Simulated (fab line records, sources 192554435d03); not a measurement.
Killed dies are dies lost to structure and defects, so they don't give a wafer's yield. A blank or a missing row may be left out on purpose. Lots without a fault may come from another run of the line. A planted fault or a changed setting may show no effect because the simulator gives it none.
One fault seen from 2 desks | flow n5_finfet | each desk has only its own numbers; what lay behind them comes last

THE METROLOGY DESK
What the gauges read, lot by lot, whatever tool the lot ran on: means of the sampled wafers that have a number. A lot is out of limits, marked OUT, if its mean lies more than 4 standard deviations from the usual mean; the brackets give that distance. Of its 11 readings 7 are shown: those that lie furthest out on some lot.
Columns: A = FIN_CUT_OVL at N5_FIN_CUT_OVL_MEAS_09, usual 0.0 nm; B = DIBL_N at N5_BEOL_M4_RC_MEAS_101, usual 35.9 mV/V; C = IOFF_P at N5_BEOL_M4_RC_MEAS_101, usual 0.21 nA/um; D = ION_P at N5_BEOL_M4_RC_MEAS_101, usual 462 uA/um; E = SS_N at N5_BEOL_M4_RC_MEAS_101, usual 71.5 mV/dec; F = SS_P at N5_BEOL_M4_RC_MEAS_101, usual 73.2 mV/dec; G = VT_N at N5_BEOL_M4_RC_MEAS_101, usual 250 mV
lot  | first seen here | A    | B    | C    | D   | E    | F    | G
L564 | day 2 05:26     | -1.2 | 36.7 | 0.20 | 458 | 71.3 | 73.2 | 252
L568 | day 3 02:44     | -0.2 | 36.7 | 0.21 | 460 | 71.9 | 73.2 | 252
L569 | day 3 09:01     | -0.2 | 33.1 | 0.17 | 455 | 71.4 | 72.8 | 253
L570 | day 3 16:16     | -0.7 | 36.9 | 0.22 | 464 | 72.0 | 73.7 | 248
L571 | day 3 22:10     | 0.3  | 35.1 | 0.20 | 459 | 70.7 | 72.8 | 249
L580 | day 6 04:16     | -0.1 | 35.2 | 0.20 | 465 | 70.9 | 73.2 | 252
L581 | day 6 08:35     | 0.7  | 38.2 | 0.25 | 470 | 71.7 | 73.9 | 246
L582 | day 6 15:57     | 0.3  | 36.8 | 0.20 | 466 | 71.7 | 73.2 | 252
L584 | day 7 04:11     | -0.2 | 36.2 | 0.24 | 471 | 71.1 | 73.2 | 246
This desk's finding: nothing out of limits on any of the 9 lots.

THE TOOL OWNER'S DESK: rie_diel-03
The tool's own readings at N5_FIN_CUT_STRIP_22 (strips in N2/H2): means of the sampled wafers that have a number, for each lot that ran on this tool. A lot is out of limits, marked OUT, if its mean lies more than 4 standard deviations from the usual mean; the brackets give that distance.
Columns: A = chamber_pressure_mTorr at N5_FIN_CUT_STRIP_22, usual 50.00 mTorr; B = drypump_motor_current_A at N5_FIN_CUT_STRIP_22, usual 5.5 A; C = oes_product_au at N5_FIN_CUT_STRIP_22, usual 0.79 a.u.; D = power_w at N5_FIN_CUT_STRIP_22, usual 500.1 W; E = rf_vpp_V at N5_FIN_CUT_STRIP_22, usual 54.3 V; F = showerhead_plenum_p_Torr at N5_FIN_CUT_STRIP_22, usual 3.37 Torr; G = throttle_valve_pct at N5_FIN_CUT_STRIP_22, usual 19.0 %
lot  | first seen here | A     | B   | C    | D                | E    | F    | G
L568 | day 3 04:26     | 50.00 | 5.9 | 0.79 | 501.4            | 56.0 | 3.47 | 18.8
L570 | day 3 17:09     | 49.97 | 5.6 | 0.76 | 487.6 (-9.0) OUT | 56.6 | 3.41 | 19.0
L571 | day 3 23:07     | 49.96 | 5.3 | 0.76 | 488.5 (-8.3) OUT | 51.9 | 3.35 | 19.0
L581 | day 6 09:35     | 49.95 | 5.2 | 0.75 | 498.7            | 54.5 | 3.35 | 19.2
This desk's finding: out of limits on L570, L571; first on L570, day 3 17:09 (power_w at N5_FIN_CUT_STRIP_22). In limits: L568, L581.

PUT TOGETHER
The tool owner's desk could have raised an alarm at day 3 17:09, on L570, L571.
The metrology desk saw nothing out of limits.
The metrology desk has L570, L571 on record, within its limits.
Of the lots named, all ran N5_FIN_CUT_STRIP_22 on rie_diel-03.

WHAT THE SIMULATOR HAD PUT IN
Process parameter drift: rie_diel-03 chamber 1, from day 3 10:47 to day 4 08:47, at N5_FIN_CUT_STRIP_22. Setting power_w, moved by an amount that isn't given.
Lots struck among those shown: L570, L571.
Hours from the fault's start to each desk's first reading out of limits: the tool owner's desk, 6.
